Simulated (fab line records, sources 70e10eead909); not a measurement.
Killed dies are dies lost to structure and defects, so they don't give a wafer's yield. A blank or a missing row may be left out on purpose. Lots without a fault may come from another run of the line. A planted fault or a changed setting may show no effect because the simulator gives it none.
fab line records | flow nand_harc
record lots=24 wafers=72 last_day=24
route steps=1159 shown A_M0@1011 A_M1@1046 A_BONDPAD@1084
lots that met no fault: from a run of the same line without faults
start_h: hours from the record's first day to the start of the lot's first wafer shown | wait_h: hours since the lot's step before | " the same as in the row above | L1.1+2: a row that stands for several wafers | - no value, or no start given | * or withheld: withheld | < > ~ a bound
route shown NAME@n: a module of which the file shows steps, and the number in the route of the first | usual: mean/standard deviation of fault-free wafers | same: alike in all rows | chamber/n: place in a boat | sites: the reading at each site | _std_site: their standard deviation | _edge_site: outer sites' mean less inner sites' | radius_mm: how far each site lies from the wafer's centre | mask NAME#n: copy n | behind: the tool/chamber that last shaped the wafer | hold: why the lot was held/for how many hours/how that ended | device: the transistor (n, p or np) that didn't switch | end of line: the same wafers' tests at the end of the route | a step without rows: its recipe alone | killed: dies lost to structure and defects at the first sort, not the wafer's yield | map: a wafer's dies, x killed, . not, _ none there
set.NAME: the setting as run; set.NAME@STEP: as run at that earlier step | model.NAME: the simulator's own value behind a step, which no gauge read
steps of the route over a sample of lots; a table a step, a row a wafer
services: from which hour (start_h, from the record's first day; less than 0 if before it) a tool's chamber was out of use, for how many hours, and why
## steps
# step NHARC_A_M0_STRIP_18
# recipe power_w=1000 n2_flow_sccm=150 h2_flow_sccm=150 ar_flow_sccm=0 bias_w=0 chemistry=N2/H2
# usual chamber_pressure_mTorr=30.003/0.026 drypump_motor_current_A=5.7/0.47 oes_product_au=0.995/0.011 rf_vpp_V=90.9/1 showerhead_plenum_p_Torr=2.07/0.098 throttle_valve_pct=14.172/0.011
# columns lot.wafer tool chamber start_h wait_h chamber_pressure_mTorr drypump_motor_current_A oes_product_au rf_hours_counter_h rf_vpp_V showerhead_plenum_p_Torr throttle_valve_pct
L074.3 rie_diel-07 3 384.48 0.1 29.994 6.5 0.958 11 92.7 2.16 14.172
L074.1 " 1 " " 30.029 5.6 0.994 10 91.2 2.17 14.166
L074.5 " 3 " " 29.971 6.5 0.968 - 90.8 2.16 14.202
L075.1 rie_diel-04 0 402.67 0.1 30.007 5.2 0.999 7 89.8 2.02 14.198
L075.2 " 1 " " 29.947 6.4 0.992 8 90.0 2.20 14.166
L075.3 " 2 " " 29.997 5.8 0.999 8 90.4 2.04 14.144
L076.3 rie_diel-11 1 408.65 0.1 29.974 6.0 0.991 3 92.4 2.09 14.167
L076.2 " 3 " " 30.030 5.7 1.002 3 91.4 2.11 14.156
L076.6 " 2 " " 30.006 5.8 1.002 - 90.9 2.07 14.179
L077.2 rie_diel-11 2 409.76 0.1 30.022 5.8 1.011 3 90.2 2.07 14.147
L077.3 " 0 " " 29.960 5.6 0.988 3 90.4 1.97 14.186
L077.1 " 1 " " 30.022 6.0 0.999 3 90.8 2.09 14.163
L078.1 rie_diel-04 1 412.12 0.1 29.979 6.4 0.981 9 89.9 2.20 14.162
L078.4 " 3 " " 29.943 5.4 0.992 8 90.2 1.91 14.164
L078.6 " 1 " " 29.963 6.4 0.968 - 92.2 2.19 14.174
L082.2 rie_diel-07 1 430.80 0.1 30.002 5.6 0.998 1 93.8 2.17 14.157
L082.5 " 1 " " 30.002 5.6 0.994 - 90.5 2.17 14.168
L082.6 " 2 " " 29.947 5.0 1.012 - 91.6 2.18 14.168
L079.4 rie_diel-11 2 434.46 0.1 30.014 5.8 0.996 4 89.7 2.07 14.183
L079.3 " 3 " " 29.987 5.7 0.994 4 92.1 2.11 14.155
L079.6 " 2 " " 30.013 5.8 1.008 - 90.8 2.07 14.164
L080.1 rie_diel-04 0 436.23 0.1 30.005 5.2 0.989 10 89.7 2.02 14.165
L080.4 " 1 " " 30.016 6.4 0.989 11 92.1 2.19 14.164
L080.5 " 1 " " 29.994 6.4 0.976 - 91.4 2.19 14.166
L081.1 rie_diel-04 2 448.63 0.1 30.016 5.7 1.004 12 89.9 2.04 14.140
L081.4 " 3 " " 30.048 5.4 0.989 11 90.6 1.91 14.174
L081.2 " 0 " " 29.983 5.2 0.997 11 91.5 2.02 14.153
L085.3 rie_diel-07 3 452.39 0.1 29.984 6.5 0.994 2 91.4 2.16 14.193
L085.2 " 0 " " 30.039 5.2 1.019 3 90.3 1.92 14.185
L085.6 " 0 " " 30.021 5.2 1.017 - 90.3 1.92 14.178
L084.3 rie_diel-04 3 452.84 0.1 30.012 5.4 0.982 11 90.4 1.91 14.176
L084.4 " 1 " " 29.973 6.4 0.986 12 90.7 2.19 14.171
L084.5 " 2 " " 30.006 5.8 0.992 - 89.7 2.04 14.191
L087.1 rie_diel-11 0 457.21 0.1 30.049 5.6 0.990 6 89.8 1.96 14.165
L087.6 " 2 " " 29.993 5.8 1.009 - 89.7 2.07 14.174
L087.5 " 3 " " 30.018 5.8 0.997 - 92.3 2.11 14.167
L086.2 rie_diel-07 1 457.75 0.1 30.009 5.5 0.988 3 90.7 2.17 14.188
L086.3 " 3 " " 29.965 6.5 0.984 2 93.8 2.16 14.184
L086.5 " 1 " " 29.986 5.5 0.998 - 91.6 2.17 14.192
L083.4 rie_diel-04 2 460.91 0.1 29.995 5.8 0.995 13 89.4 2.04 14.161
L083.6 " 0 " " 30.008 5.1 1.004 - 92.6 2.01 14.173
L083.5 " 1 " " 30.033 6.4 0.986 - 90.7 2.19 14.174
L089.3 rie_diel-04 2 476.17 0.1 30.008 5.7 0.980 0 90.9 2.04 14.170
L089.4 " 0 " " 29.995 5.2 0.982 0 89.9 2.01 14.161
L089.1 " 1 " " 30.009 6.4 0.995 0 91.4 2.19 14.180
L088.1 rie_diel-11 2 477.01 0.1 30.008 5.8 1.003 8 90.1 2.07 14.175
L088.2 " 3 " " 30.013 5.8 0.987 9 92.2 2.11 14.174
L088.4 " 2 " " 30.016 5.8 1.004 - 89.1 2.07 14.169
L090.4 rie_diel-07 0 504.11 0.1 29.990 5.2 1.012 6 90.0 1.92 14.170
L090.6 " 1 " " 30.004 5.5 1.001 - 90.6 2.17 14.163
L090.5 " 2 " " 30.010 5.0 1.004 - 91.8 2.18 14.191
L092.4 rie_diel-07 0 504.51 0.1 30.023 5.2 1.011 6 89.7 1.91 14.176
L092.5 " 3 " " 30.024 6.5 0.992 - 92.1 2.16 14.192
L092.6 " 0 " " 30.029 5.2 1.014 - 89.8 1.91 14.171
L093.1 rie_diel-07 1 504.90 0.1 29.976 5.6 0.985 6 92.0 2.17 14.154
L093.2 " 2 " " 30.033 5.0 0.991 6 90.5 2.18 14.157
L093.3 " 0 " " 30.009 5.2 1.005 6 91.0 1.91 14.171
L094.3 rie_diel-04 0 505.98 0.1 30.027 5.2 0.994 2 89.5 2.01 14.158
L094.1 " 2 " " 30.045 5.7 0.998 2 91.4 2.04 14.161
L094.2 " 3 " " 29.997 5.4 0.993 2 89.4 1.91 14.171
L091.2 rie_diel-04 3 516.23 0.1 30.030 5.4 0.994 3 89.6 1.91 14.175
L091.4 " 1 " " 30.020 6.4 0.999 3 92.9 2.19 14.172
L091.5 " 2 " " 30.009 5.8 1.000 - 90.8 2.04 14.165
L096.1 rie_diel-07 1 530.69 0.1 29.993 5.5 0.993 8 91.3 2.17 14.182
L096.4 " 3 " " 30.029 6.5 0.983 7 91.7 2.16 14.167
L096.6 " 0 " " 29.987 5.2 1.010 - 90.9 1.91 14.179
L095.3 rie_diel-11 3 533.27 0.1 29.989 5.8 1.006 13 91.2 2.10 14.162
L095.4 " 0 " " 30.031 5.6 0.999 12 90.5 1.96 14.184
L095.6 " 2 " " 30.016 5.8 1.008 - 90.7 2.07 14.164
L097.1 rie_diel-04 2 545.10 0.1 30.073 5.8 0.997 5 91.6 2.03 14.169
L097.4 " 1 " " 30.008 6.4 1.003 5 90.8 2.19 14.160
L097.5 " 2 " " 29.982 5.7 0.987 - 89.7 2.03 14.170
# step NHARC_A_M0_PRE_CLEAN_31
# recipe time_s=12 temp_c=370 rf_power_w=300 gas=NH3
# usual heater_power_w=653/82 susceptor_temp_C=370.01/0.2
# same time_s=12
# columns lot.wafer tool chamber start_h wait_h heater_power_w susceptor_temp_C
L074.3 pecvd-03 1 387.17 0.1 720 369.83
L074.1 " 2 " " 608 370.16
L074.5 " 0 " " 482 370.17
L075.2 pecvd-03 0 404.85 0.1 510 369.84
L075.3 " 1 " " 757 369.80
L075.1 " 2 " " 613 369.87
L076.2 pecvd-04 1 410.88 0.1 680 370.12
L076.3 " 2 " " 578 369.90
L076.6 " 1 " " 691 369.67
L077.3 pecvd-03 1 411.95 0.1 793 369.97
L077.1 " 2 " " 623 369.97
L077.2 " 0 " " 451 369.99
L078.1 pecvd-04 0 414.38 0.1 653 370.29
L078.4 " 2 " " 594 369.89
L078.6 " 0 " " 655 370.34
L082.2 pecvd-04 1 433.65 0.7 686 369.75
L082.6 " 2 " " 527 370.03
L082.5 " 0 " " 707 369.95
L079.3 pecvd-01 2 436.84 0.1 713 369.99
L079.6 " 0 " " 614 369.82
L079.4 " 1 " " 683 369.81
L080.1 pecvd-01 2 438.42 0.1 704 370.07
L080.4 " 0 " " 640 369.74
L080.5 " 2 " " 689 369.78
L081.1 pecvd-03 0 450.80 0.1 510 370.16
L081.2 " 1 " " 653 370.08
L081.4 " 0 " " 514 370.01
L085.2 pecvd-03 1 454.58 0.1 743 370.15
L085.3 " 2 " " 706 369.93
L085.6 " 1 " " 736 370.10
L084.3 pecvd-01 1 455.00 0.1 722 370.04
L084.4 " 1 " " 727 370.15
L084.5 " 2 " " 630 369.72
L087.1 pecvd-03 1 459.57 0.3 803 370.16
L087.6 " 0 " " 521 369.83
L087.5 " 1 " " 779 370.18
L086.2 pecvd-01 0 459.94 0.1 602 369.80
L086.3 " 2 " " 686 370.37
L086.5 " 1 " " 766 370.14
L083.4 pecvd-03 0 463.08 0.1 533 370.01
L083.6 " 1 " " 670 370.18
L083.5 " 2 " " 709 369.97
L089.3 pecvd-01 1 478.38 0.1 701 369.83
L089.1 " 2 " " 649 370.07
L089.4 " 0 " " 530 370.11
L088.2 pecvd-01 2 479.26 0.1 642 370.01
L088.1 " 1 " " 645 370.21
L088.4 " 2 " " 633 369.72
L090.5 pecvd-03 2 506.24 0.1 692 370.15
L090.4 " 0 " " 573 370.07
L090.6 " 1 " " 761 370.14
L092.6 pecvd-04 0 506.86 0.3 726 370.15
L092.4 " 1 " " 707 370.12
L092.5 " 2 " " 563 370.18
L093.1 pecvd-03 2 507.14 0.1 741 369.58
L093.3 " 0 " " 552 370.06
L093.2 " 1 " " 781 370.01
L094.1 pecvd-01 0 508.18 0.1 558 370.19
L094.2 " 1 " " 736 370.10
L094.3 " 2 " " 681 369.91
L091.2 pecvd-01 0 518.99 0.7 603 369.88
L091.4 " 1 " " 723 370.05
L091.5 " 2 " " 712 370.33
L096.1 pecvd-04 0 532.83 0.1 745 369.85
L096.4 " 0 " " 766 369.76
L096.6 " 2 " " 563 369.82
L095.3 pecvd-03 2 535.53 0.1 669 369.77
L095.4 " 1 " " 739 369.99
L095.6 " 2 " " 665 369.89
L097.1 pecvd-04 1 547.44 0.1 650 370.24
L097.4 " 2 " " 574 369.84
L097.5 " 1 " " 640 370.42
# step NHARC_A_M1_DEGAS_29
# recipe temp_c=250 time_s=60
# usual heater_power_w=349/41 susceptor_temp_C=249.98/0.19
# same time_s=60
# columns lot.wafer tool chamber start_h wait_h heater_power_w susceptor_temp_C
L074.1 pvd_sputter-01 - 389.91 - 448 250.05
L074.3 " - " " 283 250.09
L074.5 " - " " 451 250.16
L075.3 pvd_sputter-03 - 407.42 - 395 249.95
L075.2 " - " " 362 249.99
L075.1 " - " " 340 250.01
L076.3 pvd_sputter-03 - 413.33 - 392 249.97
L076.2 " - " " 352 249.96
L076.6 " - " " 400 249.84
L077.3 pvd_sputter-01 - 416.20 - 288 250.07
L077.1 " - " " 355 249.99
L077.2 " - " " 367 250.05
L078.4 pvd_sputter-03 - 416.78 - 321 250.26
L078.1 " - " " 334 249.98
L078.6 " - " " 333 250.03
L082.2 pvd_sputter-01 - 436.15 - 350 -
L082.5 " - " " 350 -
L082.6 " - " " 354 -
L079.4 pvd_sputter-01 - 443.40 - 444 250.02
L079.3 " - " " 357 250.01
L079.6 " - " " 283 249.71
L080.1 pvd_sputter-01 - 443.80 - 355 250.02
L080.4 " - " " 282 249.78
L080.5 " - " " 350 249.76
L081.1 pvd_sputter-03 - 453.43 - 324 249.67
L081.4 " - " " 340 249.92
L081.2 " - " " 351 250.01
L085.3 pvd_sputter-03 - 457.28 - 311 -
L085.2 " - " " 363 -
L085.6 " - " " 331 -
L084.3 pvd_sputter-02 - 457.40 - 325 249.95
L084.4 " - " " 362 250.00
L084.5 " - " " 362 249.96
L087.1 pvd_sputter-01 - 462.16 - 438 250.08
L087.6 " - " " 344 250.02
L087.5 " - " " 364 250.01
L086.3 pvd_sputter-01 - 462.48 - 281 250.30
L086.2 " - " " 445 250.02
L086.5 " - " " 345 249.59
L083.4 pvd_sputter-03 - 465.67 - 352 249.49
L083.5 " - " " 361 249.78
L083.6 " - " " 319 250.23
L089.1 pvd_sputter-03 - 480.79 - 394 249.84
L089.4 " - " " 354 250.11
L089.3 " - " " 349 249.84
L088.4 pvd_sputter-02 - 481.78 - 357 250.16
L088.1 " - " " 334 249.97
L088.2 " - " " 353 249.63
L090.4 pvd_sputter-01 - 508.76 - 359 249.56
L090.5 " - " " 436 249.81
L090.6 " - " " 277 249.98
L092.4 pvd_sputter-02 - 509.37 - 358 249.80
L092.5 " - " " 354 250.02
L092.6 " - " " 293 249.91
L093.2 pvd_sputter-03 - 509.77 - 358 249.71
L093.3 " - " " 320 249.87
L093.1 " - " " 341 250.02
L094.2 pvd_sputter-02 - 510.78 - 361 250.14
L094.3 " - " " 357 250.31
L094.1 " - " " 287 250.08
L091.2 pvd_sputter-03 - 521.51 - 408 250.19
L091.4 " - " " 344 249.88
L091.5 " - " " 349 249.93
L096.4 pvd_sputter-02 - 535.36 - 335 250.16
L096.1 " - " " 353 249.76
L096.6 " - " " 329 249.99
L095.3 pvd_sputter-03 - 538.14 - 405 249.98
L095.4 " - " " 341 249.92
L095.6 " - " " 357 249.91
L097.4 pvd_sputter-03 - 550.06 - 346 250.17
L097.1 " - " " 357 249.68
L097.5 " - " " 404 250.37
# step NHARC_A_M1_CMP_23
# recipe t_overpolish_s=20 target_thk_nm=154.34
# usual motor_current_A=11.7/1.1 time_to_endpoint_s=29.5/2.8
# columns lot.wafer tool chamber start_h wait_h motor_current_A time_to_endpoint_s
L074.1 cmp-02 2 391.00 - 11.5 34.5
L074.3 " 1 " " 11.6 29.0
L074.5 " 3 " " 11.0 35.3
L075.2 cmp-03 2 408.53 - 13.6 28.0
L075.1 " 3 " " 11.7 33.8
L075.3 " 0 " " 11.1 34.1
L076.2 cmp-02 0 414.40 - 10.4 29.7
L076.3 " 3 " " 12.0 35.2
L076.6 " 0 " " 11.3 28.2
L077.3 cmp-02 3 417.71 - 12.0 34.7
L077.2 " 0 " " 11.4 29.4
L077.1 " 1 " " 12.4 31.2
L078.1 cmp-03 3 418.00 - 11.5 29.1
L078.4 " 2 " " 13.8 25.7
L078.6 " 3 " " 11.9 32.3
L082.2 cmp-02 1 437.38 - 12.0 25.2
L082.5 " 2 " " 10.9 27.9
L082.6 " 3 " " 12.8 31.2
L079.4 cmp-03 3 446.59 - 11.7 32.0
L079.3 " 1 " " 11.8 30.3
L079.6 " 3 " " 11.4 30.4
L080.4 cmp-03 2 447.22 - 13.5 28.0
L080.1 " 3 " " 11.1 27.5
L080.5 " 0 " " 10.9 28.5
L081.1 cmp-04 2 454.76 - 10.5 32.4
L081.4 " 0 " " 10.6 26.0
L081.2 " 1 " " 13.4 25.2
L085.3 cmp-03 0 458.40 - 11.6 31.4
L085.2 " 2 " " 13.8 27.0
L085.6 " 0 " " 10.6 30.0
L084.4 cmp-04 3 458.52 - 9.7 29.0
L084.3 " 1 " " 12.9 27.5
L084.5 " 3 " " 9.7 31.2
L087.1 cmp-03 1 463.43 - 12.2 28.9
L087.5 " 3 " " 12.2 32.0
L087.6 " 0 " " 11.1 33.6
L086.3 cmp-03 2 463.70 - 13.8 24.8
L086.2 " 1 " " 12.2 26.5
L086.5 " 2 " " 14.2 24.8
L083.4 cmp-03 2 466.75 - 14.2 26.0
L083.5 " 2 " " 13.6 26.1
L083.6 " 3 " " 12.0 30.3
L089.4 cmp-02 3 481.89 - 12.1 32.2
L089.1 " 0 " " 11.3 29.2
L089.3 " 1 " " 12.3 26.2
L088.4 cmp-03 1 482.87 - 13.0 30.3
L088.1 " 3 " " 11.6 31.2
L088.2 " 0 " " 11.0 32.8
L090.4 cmp-04 0 509.90 - 10.6 22.9
L090.5 " 2 " " 11.2 30.7
L090.6 " 3 " " 10.2 27.3
L092.4 cmp-02 2 510.54 - 10.6 28.9
L092.6 " 3 " " 12.6 32.6
L092.5 " 0 " " 11.1 26.7
L093.3 cmp-03 0 511.00 - 11.2 27.0
L093.2 " 2 " " 13.2 26.5
L093.1 " 3 " " 11.2 28.1
L094.2 cmp-02 0 511.92 - 11.0 26.4
L094.1 " 1 " " 12.8 28.8
L094.3 " 2 " " 10.9 27.8
L091.4 cmp-04 1 522.70 - 12.7 26.6
L091.2 " 2 " " 11.1 29.4
L091.5 " 3 " " 9.2 29.3
L096.4 cmp-03 3 537.08 - 12.1 28.3
L096.1 " 2 " " 13.5 28.1
L096.6 " 0 " " 10.9 33.3
L095.4 cmp-04 2 539.27 - 11.0 30.9
L095.3 " 0 " " 10.3 26.7
L095.6 " 2 " " 10.7 31.0
L097.1 cmp-02 2 551.16 - 10.9 28.2
L097.4 " 1 " " 12.7 24.2
L097.5 " 2 " " 11.1 26.6
# step NHARC_A_BONDPAD_PVD_17
# recipe target_thk_a=50 bias_v=168.6 power_w=15000 chamber_pressure_pa=0.12 time_s=8.06 substrate_temp_c=50 material=TaN
# usual throttle_valve_pct=30.0/0.54
# same time_s=8.06
# columns lot.wafer tool chamber start_h wait_h throttle_valve_pct
L074.3 pvd_sputter-01 - - - 29.6
L074.1 " - " " 29.5
L074.5 " - " " 30.6
L075.3 pvd_sputter-01 - - - 30.0
L075.2 " - " " 30.7
L075.1 " - " " 29.8
L076.2 pvd_sputter-01 - - - 31.0
L076.3 " - " " 29.5
L076.6 " - " " 30.9
L077.3 pvd_sputter-03 - - - 31.0
L077.2 " - " " 30.1
L077.1 " - " " 29.9
L078.1 pvd_sputter-03 - - - 30.0
L078.4 " - " " 31.2
L078.6 " - " " 29.5
L082.2 pvd_sputter-01 - - - 29.9
L082.5 " - " " 30.1
L082.6 " - " " 29.5
L079.4 pvd_sputter-03 - - - 29.7
L079.3 " - " " 30.3
L079.6 " - " " 29.7
L080.1 pvd_sputter-01 - - - 29.3
L080.4 " - " " 31.0
L080.5 " - " " 30.1
L081.2 pvd_sputter-02 - - - 30.5
L081.1 " - " " 30.4
L081.4 " - " " 29.1
L085.2 pvd_sputter-02 - - - 29.5
L085.3 " - " " 29.0
L085.6 " - " " 29.2
L084.4 pvd_sputter-03 - - - 29.9
L084.3 " - " " 31.3
L084.5 " - " " 29.8
L087.1 pvd_sputter-01 - - - 29.7
L087.6 " - " " 29.4
L087.5 " - " " 30.9
L086.3 pvd_sputter-02 - - - 29.3
L086.2 " - " " 29.2
L086.5 " - " " 30.1
L083.4 pvd_sputter-03 - - - 29.7
L083.5 " - " " 31.1
L083.6 " - " " 30.3
L089.4 pvd_sputter-01 - - - 30.0
L089.3 " - " " 29.6
L089.1 " - " " 30.8
L088.4 pvd_sputter-01 - - - 30.1
L088.2 " - " " 29.5
L088.1 " - " " 30.8
L090.4 pvd_sputter-02 - - - 30.2
L090.6 " - " " 30.3
L090.5 " - " " 30.5
L092.4 pvd_sputter-01 - - - 29.9
L092.5 " - " " 29.6
L092.6 " - " " 30.9
L093.1 pvd_sputter-02 - - - 29.0
L093.2 " - " " 30.5
L093.3 " - " " 29.4
L094.2 pvd_sputter-01 - - - 29.7
L094.3 " - " " 29.8
L094.1 " - " " 29.8
L091.4 pvd_sputter-02 - - - 30.5
L091.2 " - " " 29.1
L091.5 " - " " 30.5
L096.1 pvd_sputter-02 - - - 30.4
L096.4 " - " " 29.3
L096.6 " - " " 30.2
L095.4 pvd_sputter-02 - - - 30.6
L095.3 " - " " 30.5
L095.6 " - " " 30.7
L097.1 pvd_sputter-03 - - - 29.9
L097.4 " - " " 29.8
L097.5 " - " " 30.3
# step NHARC_A_BONDPAD_INSPECT_23
# usual raw_defect_count=476/130
# columns lot.wafer tool chamber start_h wait_h raw_defect_count
L074.1 defect_inspect-02 - 396.28 0.0 529
L074.3 " - " " 394
L074.5 " - " " 328
L075.1 defect_inspect-01 - 413.87 0.0 450
L075.2 " - " " 437
L075.3 " - " " 630
L076.2 defect_inspect-02 - 419.61 0.0 403
L076.3 " - " " 389
L076.6 " - " " 386
L077.1 defect_inspect-01 - 423.15 0.0 444
L077.2 " - " " 487
L077.3 " - " " 426
L078.1 defect_inspect-02 - 424.18 0.0 289
L078.4 " - " " 342
L078.6 " - " " 351
L082.2 defect_inspect-02 - 447.61 0.0 368
L082.5 " - " " 529
L082.6 " - " " 473
L079.3 defect_inspect-01 - 452.66 0.0 577
L079.4 " - " " 325
L079.6 " - " " 641
L080.1 defect_inspect-01 - 453.49 0.0 358
L080.4 " - " " 416
L080.5 " - " " 436
L081.1 defect_inspect-01 - 460.29 0.0 465
L081.2 " - " " 423
L081.4 " - " " 353
L085.2 defect_inspect-02 - 463.64 0.1 454
L085.3 " - " " 408
L085.6 " - " " 407
L084.3 defect_inspect-02 - 463.95 0.1 352
L084.4 " - " " 383
L084.5 " - " " 356
L087.1 defect_inspect-02 - 468.62 0.0 439
L087.5 " - " " 441
L087.6 " - " " 487
L086.2 defect_inspect-01 - 468.93 0.0 432
L086.3 " - " " 440
L086.5 " - " " 408
L083.4 defect_inspect-02 - 472.02 0.0 525
L083.5 " - " " 497
L083.6 " - " " 578
L089.1 defect_inspect-01 - 487.15 0.0 523
L089.3 " - " " 629
L089.4 " - " " 508
L088.1 defect_inspect-02 - 489.00 0.0 279
L088.2 " - " " 320
L088.4 " - " " 284
L090.4 defect_inspect-02 - 515.81 0.0 557
L090.5 " - " " 515
L090.6 " - " " 563
L092.4 defect_inspect-02 - 515.89 0.0 490
L092.5 " - " " 497
L092.6 " - " " 381
L093.1 defect_inspect-01 - 516.73 0.0 879
L093.2 " - " " 615
L093.3 " - " " 572
L094.1 defect_inspect-02 - 517.07 0.0 345
L094.2 " - " " 337
L094.3 " - " " 314
L091.2 defect_inspect-02 - 528.10 0.0 494
L091.4 " - " " 470
L091.5 " - " " 745
L096.1 defect_inspect-01 - 542.30 0.0 338
L096.4 " - " " 546
L096.6 " - " " 369
L095.3 defect_inspect-01 - 544.47 0.0 443
L095.4 " - " " 521
L095.6 " - " " 527
L097.1 defect_inspect-02 - 556.34 0.0 620
L097.4 " - " " 469
L097.5 " - " " 688
## services
# columns tool chamber start_h hours kind
pecvd-01 1 370.55 4.8 repair
pecvd-01 2 376.93 6.7 repair
cmp-03 - 379.96 4.2 repair
pvd_sputter-03 - 385.16 5.4 repair
pvd_sputter-02 - 392.04 10.0 pm
pvd_sputter-02 - 404.82 3.2 repair
rie_diel-07 - 405.33 9.0 pm
pvd_sputter-02 - 409.01 45.5 repair
pecvd-01 - 418.05 13.0 pm
pvd_sputter-01 - 422.67 2.7 repair
cmp-02 - 422.71 4.0 pm
pvd_sputter-03 - 432.20 14.7 repair
cmp-03 - 450.86 4.0 pm
pecvd-03 0 451.16 4.9 repair
cmp-02 - 462.64 1.8 repair
rie_diel-04 - 466.05 9.0 pm
pecvd-03 - 473.03 13.0 pm
cmp-03 - 497.16 0.5 repair
pvd_sputter-03 - 500.41 9.1 repair
pvd_sputter-03 - 509.99 10.0 pm
pvd_sputter-02 - 519.49 6.7 repair
pvd_sputter-01 - 547.44 5.4 repair
cmp-03 - 548.86 4.0 pm
pvd_sputter-02 - 549.70 3.5 repair
## key
fault none
